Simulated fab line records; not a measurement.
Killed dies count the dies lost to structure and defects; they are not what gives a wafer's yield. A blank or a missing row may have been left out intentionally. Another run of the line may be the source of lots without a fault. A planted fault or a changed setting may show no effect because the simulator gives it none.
Chamber matching || flow n5Finfet || 4 sister chambers for N5_BEOL_M7_ETCH_66 on rieDiel-04
The step etches SOC in N2/H2, target depth 80 nm, overetch 16 nm, time 120 s. 14 wafers are shown with their chamber, then 7 later ones without.

## EACH WAFER AND ITS CHAMBER
{"wafer": "L078.1", "chamber": 3, "showerheadPlenumPTorr (Torr)": 2.63, "drypumpMotorCurrentA (A)": 5.9, "throttleValvePct (%)": 17.68}
{"wafer": "L078.5", "chamber": 2, "showerheadPlenumPTorr (Torr)": 2.53, "drypumpMotorCurrentA (A)": 5.4, "throttleValvePct (%)": 17.76}
{"wafer": "L078.6", "chamber": 1, "showerheadPlenumPTorr (Torr)": 2.64, "drypumpMotorCurrentA (A)": 6.0, "throttleValvePct (%)": 17.89}
{"wafer": "L080.2", "chamber": 1, "showerheadPlenumPTorr (Torr)": 2.63, "drypumpMotorCurrentA (A)": 6.1, "throttleValvePct (%)": 17.93}
{"wafer": "L080.3", "chamber": 2, "showerheadPlenumPTorr (Torr)": 2.53, "drypumpMotorCurrentA (A)": 5.5, "throttleValvePct (%)": 17.79}
{"wafer": "L080.6", "chamber": 1, "showerheadPlenumPTorr (Torr)": 2.64, "drypumpMotorCurrentA (A)": 6.1, "throttleValvePct (%)": 17.92}
{"wafer": "L088.2", "chamber": 2, "showerheadPlenumPTorr (Torr)": 2.52, "drypumpMotorCurrentA (A)": 5.4, "throttleValvePct (%)": 17.78}
{"wafer": "L088.3", "chamber": 0, "showerheadPlenumPTorr (Torr)": 2.38, "drypumpMotorCurrentA (A)": 6.3, "throttleValvePct (%)": 18.06}
{"wafer": "L088.5", "chamber": 0, "showerheadPlenumPTorr (Torr)": 2.38, "drypumpMotorCurrentA (A)": 6.3, "throttleValvePct (%)": 18.08}
{"wafer": "L089.1", "chamber": 0, "showerheadPlenumPTorr (Torr)": 2.38, "drypumpMotorCurrentA (A)": 6.3, "throttleValvePct (%)": 18.07}
{"wafer": "L089.2", "chamber": 3, "showerheadPlenumPTorr (Torr)": 2.62, "drypumpMotorCurrentA (A)": 5.9, "throttleValvePct (%)": 17.71}
{"wafer": "L089.3", "chamber": 1, "showerheadPlenumPTorr (Torr)": 2.63, "drypumpMotorCurrentA (A)": 6.0, "throttleValvePct (%)": 17.95}
{"wafer": "L094.2", "chamber": 1, "showerheadPlenumPTorr (Torr)": 2.62, "drypumpMotorCurrentA (A)": 6.0, "throttleValvePct (%)": 17.94}
{"wafer": "L094.5", "chamber": 1, "showerheadPlenumPTorr (Torr)": 2.62, "drypumpMotorCurrentA (A)": 6.0, "throttleValvePct (%)": 17.98}

SIGNATURES (averages over the wafers above)
{"reading": "showerheadPlenumPTorr", "chamber 0": 2.3800, "chamber 1": 2.6300, "chamber 2": 2.5267, "chamber 3": 2.6250, "scatter within a chamber": 0.00719}
{"reading": "drypumpMotorCurrentA", "chamber 0": 6.300, "chamber 1": 6.033, "chamber 2": 5.433, "chamber 3": 5.900, "scatter within a chamber": 0.0447}
{"reading": "throttleValvePct", "chamber 0": 18.0700, "chamber 1": 17.9350, "chamber 2": 17.7767, "chamber 3": 17.6950, "scatter within a chamber": 0.0238}
Rule: a wafer lies at a distance from a chamber equal to the root of the sum of squares, over the readings, of (its reading less the chamber's mean, divided by the reading's scatter). The wafer belongs to the nearest chamber; if the next one is less than 2 further off, it can't be placed. How the scatter is found: for the shown wafers, subtract from each reading the mean of its chamber, square and add these, divide the total by (wafers less chambers), then take the root.

## WAFERS MISSING THEIR CHAMBER
{"wafer": "L094.6", "showerheadPlenumPTorr (Torr)": 2.52, "drypumpMotorCurrentA (A)": 5.5, "throttleValvePct (%)": 17.83}
{"wafer": "L093.3", "showerheadPlenumPTorr (Torr)": 2.61, "drypumpMotorCurrentA (A)": 6.0, "throttleValvePct (%)": 17.72}
{"wafer": "L093.5", "showerheadPlenumPTorr (Torr)": 2.62, "drypumpMotorCurrentA (A)": 6.0, "throttleValvePct (%)": 17.96}
{"wafer": "L093.6", "showerheadPlenumPTorr (Torr)": 2.52, "drypumpMotorCurrentA (A)": 5.4, "throttleValvePct (%)": 17.81}
{"wafer": "L097.1", "showerheadPlenumPTorr (Torr)": 2.62, "drypumpMotorCurrentA (A)": 6.0, "throttleValvePct (%)": 17.97}
{"wafer": "L097.2", "showerheadPlenumPTorr (Torr)": 2.61, "drypumpMotorCurrentA (A)": 5.9, "throttleValvePct (%)": 17.75}
{"wafer": "L097.6", "showerheadPlenumPTorr (Torr)": 2.70, "drypumpMotorCurrentA (A)": 6.4, "throttleValvePct (%)": 17.66}

## WHICH CHAMBER EACH WENT THROUGH
{"wafer": "L094.6", "from the rows above": 2, "in truth": 2}
{"wafer": "L093.3", "from the rows above": 3, "in truth": 3}
{"wafer": "L093.5", "from the rows above": 1, "in truth": 1}
{"wafer": "L093.6", "from the rows above": 2, "in truth": 2}
{"wafer": "L097.1", "from the rows above": 1, "in truth": 1}
{"wafer": "L097.2", "from the rows above": 3, "in truth": 3}
{"wafer": "L097.6", "from the rows above": "can't be placed: 3 or 1", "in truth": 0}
Placed correctly: 6 of 7. Not placeable from these rows: 1 (in 0, the candidates include the true chamber). Wrongly placed: 0.
